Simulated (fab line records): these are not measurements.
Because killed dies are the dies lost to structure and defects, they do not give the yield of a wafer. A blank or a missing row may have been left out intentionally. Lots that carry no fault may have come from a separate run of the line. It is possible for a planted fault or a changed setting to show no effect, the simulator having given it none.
A lot that was struck, set against a sound lot + flow n5-finfet + 25 steps out of a route of 1938
Sound: the wafers L681.1, L681.2, L681.6. Wafers L679.1, L679.3, L679.6 were the ones struck. The cause is given at the end.
Per side, at each step with rows, come the tool, then ch with its chambers, and then its first start. Under that, the readings that differ: sound wafers + struck wafers + difference of the means + sigmas: that difference in standard deviations of wafers without a fault.
alike: readings with means less than 2 such deviations apart, plus words and numbers identical on both sides. not compared: withheld readings, readings lacking a value on some wafer, bounds such as >300 that could conceal the same value, and numbers that have no deviation in the record and whose values overlap.
Wherever a step has rows on one side only, a row that says differs or no value, or a row with sigmas, the two part there. Non-overlapping numbers with no deviation appear without sigmas and do not part them. A reading that every wafer of one side lacks parts them only if that side has two wafers or more.

first, 10 steps without rows for these wafers: N5_BEOL_M10_DESCUM_33 (chemistry O2, time 7.9 s); N5_BEOL_M10_ETCH_65 (etches SiARC in CF4, target depth 39 nm, time 65 s); N5_BEOL_M10_ETCH_66 (etches SOC in N2/H2, target depth 120 nm, overetch 24 nm, time 180 s); N5_BEOL_M10_STRIP_69 (strips in N2/H2); N5_BEOL_M10_VIA_ETCH_34 (etches SiCOH lowk in C4F6/O2, target depth 184.5 nm, time 69.2 s); N5_BEOL_M10_STRIP_73 (strips in C4F6/O2); N5_BEOL_M10_STRIP_36 (strips in N2/H2); N5_BEOL_M10_TRENCH_ETCH_37 (etches SiCOH lowk in C4F6/O2, target depth 148.83 nm, time 48 s); N5_BEOL_M10_ETCH_41 (etches SiCN in CH3F/O2, target depth 42.6 nm, time 86 s); N5_BEOL_M10_STRIP_77 (strips in N2/H2, time 10 s).
N5_BEOL_M10_HM_STRIP_39: strips TiN in peroxide tin strip, target depth 25 nm, time 158 s.
  sound on wet-bench-03 ch 2,5,6, day 14 20:23; struck on wet-bench-04 ch 0,1,2, day 13 22:11
  no value came back on the struck wafers for bath-guard-temp-C (C), bath-heat-duty-pct (%); on the sound wafers bath-guard-temp-C (C) reads 49.9 49.5 50.2
| reading                                     | sound | struck         | difference | sigmas |
|---------------------------------------------|-------|----------------|------------|--------|
| model.TiN_of_BEOL_M10_HM_DEP_02.thk-nm (nm) | 0 0 0 | 15.8 15.8 15.8 | +15.8      |        |
then, 1 step without rows for these wafers: N5_BEOL_M10_SRD_40 (time 30 s).
N5_BEOL_M10_PRECLEAN_42: cleans in residue remover, time 60 s.
  sound on wet-bench-03 ch 2,5,6, day 14 20:31; struck on wet-bench-04 ch 0,1,2, day 13 22:15
| reading                                     | sound | struck      | difference | sigmas |
|---------------------------------------------|-------|-------------|------------|--------|
| model.TiN_of_BEOL_M10_HM_DEP_02.thk-nm (nm) | 0 0 0 | 4.8 4.8 4.8 | +4.8       |        |
then, 10 steps without rows for these wafers: N5_BEOL_M10_SRD_43 (time 30 s); N5_BEOL_M10_CURE_72 (cures SiCOH lowk, time 120 s); N5_BEOL_M10_DEGAS_44 (time 60 s); N5_BEOL_M10_PRE_CLEAN_45 (time 30 s); N5_BEOL_M10_ALD_74 (deposits TaN, target thk 2 nm, pulse time 2 s, purge time 3 s); N5_BEOL_M10_SURFACE_TREAT_76; N5_BEOL_M10_CVD_75 (deposits Co from CCTBA/H2, target thk 2 nm, time 138.9 s); N5_BEOL_M10_SPUTTER_48 (material Cu, target thk 12 nm, time 2 s); N5_BEOL_M10_ECD_50 (material Cu, target thk 318 nm); N5_BEOL_M10_ANNEAL_51 (time 90 s).
N5_BEOL_M10_CMP_52: polishes, stops on SiCOH lowk, t overpolish 7 s, target thk 140 nm.
  sound on cmp-01 ch 0,1,3, day 14 23:59; struck on cmp-03 ch 1,2,3, day 14 01:20
| reading                      | sound          | struck         | difference | sigmas |
|------------------------------|----------------|----------------|------------|--------|
| barrier-field-endpoint-s (s) | 28.9 28.6 28.0 | 35.0 34.1 35.7 | +6.4       | +8     |
  alike: motor-current-A, retaining-ring-pressure-frac
N5_PASSIVATION_PROBE_49:
  sound on prober-02, day 16 21:32; struck on prober-02, day 16 00:44
  alike: defect-limited-yield, killed_at_M0_to_M3, killed_at_M4_up, killed-at-contacts, killed-at-front-end, killed-at-other, killed-dies, killed-open, killed-short, sort_bin_5_function, sort_bin_6_memory, sort-n-pass, sort-yield-pct

## WHERE THEY PART
At N5_BEOL_M10_HM_STRIP_39 first; at N5_BEOL_M10_CMP_52 last (within this record only). Later steps at which nothing parts them and some readings are alike: N5_PASSIVATION_PROBE_49.

WHY: what the simulator had put in
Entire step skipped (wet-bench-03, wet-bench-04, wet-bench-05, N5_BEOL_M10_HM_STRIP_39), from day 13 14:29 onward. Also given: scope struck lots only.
